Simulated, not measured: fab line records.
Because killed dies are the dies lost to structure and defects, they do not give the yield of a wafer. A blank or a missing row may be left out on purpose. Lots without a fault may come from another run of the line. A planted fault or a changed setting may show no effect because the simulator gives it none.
Split-lot trial ; flow n5-finfet ; on a route of 1938 steps: 7 lots, 39 wafers read

== ON THE SPLIT ==
At N5_BEOL_M8_VIA_ETCH_34 (etches SiCOH lowk in C4F6/O2, target depth 125.5 nm, time 50.5 s), the setting target-depth-a was moved away from the recipe's 1255 angstrom on 15 of the 39 wafers read, by -55.2% to +51.4%. For the rest of the wafers, this setting stayed at what the recipe calls for.

Reading taken at the split's own step.

== THE READING ==
BEOL_M8.cd-nm (the simulator's own value, which no gauge read), in nm, at N5_BEOL_M8_VIA_ETCH_34 (etches SiCOH lowk in C4F6/O2, target depth 125.5 nm, time 50.5 s). There is no usual value for it anywhere in the file. Average 40.1 nm, standard deviation 0.12 nm, over the 24 wafers here run with the recipe.

wafer;tool, chamber at the split;target-depth-a as run, angstrom;against the recipe;BEOL_M8.cd-nm, nm;against lot-mates on the recipe
L074.1;rie-diel-05, 3;1255;recipe;40;-
L074.2;rie-diel-05, 0;1255;recipe;40;-
L074.3;rie-diel-05, 2;1255;recipe;40;-
L074.4;rie-diel-05, 3;1255;recipe;40;-
L074.5;rie-diel-05, 2;1255;recipe;40.2;-
L074.6;rie-diel-05, 0;1255;recipe;40;-
L078.1;rie-diel-03, 0;1255;recipe;40.2;-
L078.2;rie-diel-03, 2;562.7;-55.2%;39.6;-0.5
L078.3;rie-diel-03, 1;562.7;-55.2%;39.6;-0.5
L078.4;rie-diel-03, 3;1255;recipe;40;-
L078.5;rie-diel-03, 2;562.7;-55.2%;39.4;-0.7
L078.6;rie-diel-03, 3;1255;recipe;40;-
L085.1;rie-diel-05, 3;1900;+51.4%;40.6;+0.4
L085.2;rie-diel-05, 2;1255;recipe;40.2;-
L085.3;rie-diel-05, 1;1900;+51.4%;40.6;+0.4
L085.4;rie-diel-05, 2;1255;recipe;40.2;-
L085.5;rie-diel-05, 1;1255;recipe;40.2;-
L085.6;rie-diel-05, 3;1900;+51.4%;40.4;+0.2
L088.1;rie-diel-01, 0;1255;recipe;40.2;-
L088.2;rie-diel-01, 3;1505;+19.9%;40.4;+0.3
L088.3;rie-diel-01, 2;1255;recipe;40;-
L088.4;rie-diel-01, 1;1505;+19.9%;40.4;+0.3
L088.5;rie-diel-01, 0;1255;recipe;40.2;-
L088.6;rie-diel-01, 3;1505;+19.9%;40.4;+0.3
L086.2;rie-diel-05, 1;1255;recipe;40;-
L086.4;rie-diel-05, 2;1255;recipe;40.2;-
L086.6;rie-diel-05, 3;1255;recipe;40;-
L093.1;rie-diel-01, 2;1255;recipe;40;-
L093.2;rie-diel-01, 0;1255;recipe;40;-
L093.3;rie-diel-01, 3;1636;+30.4%;40.2;+0.2
L093.4;rie-diel-01, 1;1636;+30.4%;40.2;+0.2
L093.5;rie-diel-01, 3;1255;recipe;40;-
L093.6;rie-diel-01, 2;1636;+30.4%;40.2;+0.2
L096.1;rie-diel-01, 3;1660;+32.3%;40.4;+0.5
L096.2;rie-diel-01, 0;1255;recipe;39.8;-
L096.3;rie-diel-01, 1;1255;recipe;39.8;-
L096.4;rie-diel-01, 2;1660;+32.3%;40.4;+0.5
L096.5;rie-diel-01, 3;1660;+32.3%;40.4;+0.5
L096.6;rie-diel-01, 0;1255;recipe;40;-

THE FIT
A straight line over all 39 wafers: BEOL_M8.cd-nm changes by +0.00941 nm for each +1% of target-depth-a; r = +0.89; the points scatter about the line by 0.12 nm.
The same after taking each lot's own level away (the mean of its wafers on the recipe; 39 wafers): +0.00929 nm for each +1%; r = +0.90; scatter 0.11 nm.
That fit puts the effect of the largest move of target-depth-a on the reading at 0.51 nm.
The lots' own levels span 39.87 to 40.20 nm, that is 2.8 times the standard deviation above.
So the lot-to-lot level changes the slope little: the two slopes agree.
Check: for one of the wafers moved furthest among these (-55.2%), held out of the fit, the line's prediction against its lot-mates is -0.517 nm. It came out at -0.467 nm against them.

== THE OTHER SPLITS THESE WAFERS WENT THROUGH ==
Note: prior to the reading, these wafers also went through further splits. Each is held against what the fit with the lots' levels taken away leaves over:
other split on the same wafers;wafers away from the commonest value;r with BEOL_M8.cd-nm (lot level and that fit taken away)
N5_BEOL_M6_HM_DEP_02 target-thk-a;15;-0.22

== THE WHOLE CHAIN: every reading that the file lists as answering this split, in the file's order ==
step;what it does;reading;change (the file's fit);r (the file's)
N5_BEOL_M8_VIA_ETCH_34;etches SiCOH lowk in C4F6/O2, target depth 125.5 nm, time 50.5 s;etch.depth-nm (the simulator's own value, which no gauge read);+1.24 nm for each +1% of the setting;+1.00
N5_BEOL_M8_VIA_ETCH_34;etches SiCOH lowk in C4F6/O2, target depth 125.5 nm, time 50.5 s;SOC_of_BEOL_M8_COAT_63.thk-nm (the simulator's own value, which no gauge read);-0.058 nm for each +1% of the setting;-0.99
N5_BEOL_M8_VIA_ETCH_34;etches SiCOH lowk in C4F6/O2, target depth 125.5 nm, time 50.5 s;BEOL_M8.cd-nm (the simulator's own value, which no gauge read);+0.00934 nm for each +1% of the setting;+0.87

== FILE'S OWN FIT ==
BEOL_M8.cd-nm changes by +0.00934 nm for each +1% of target-depth-a, r = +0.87.
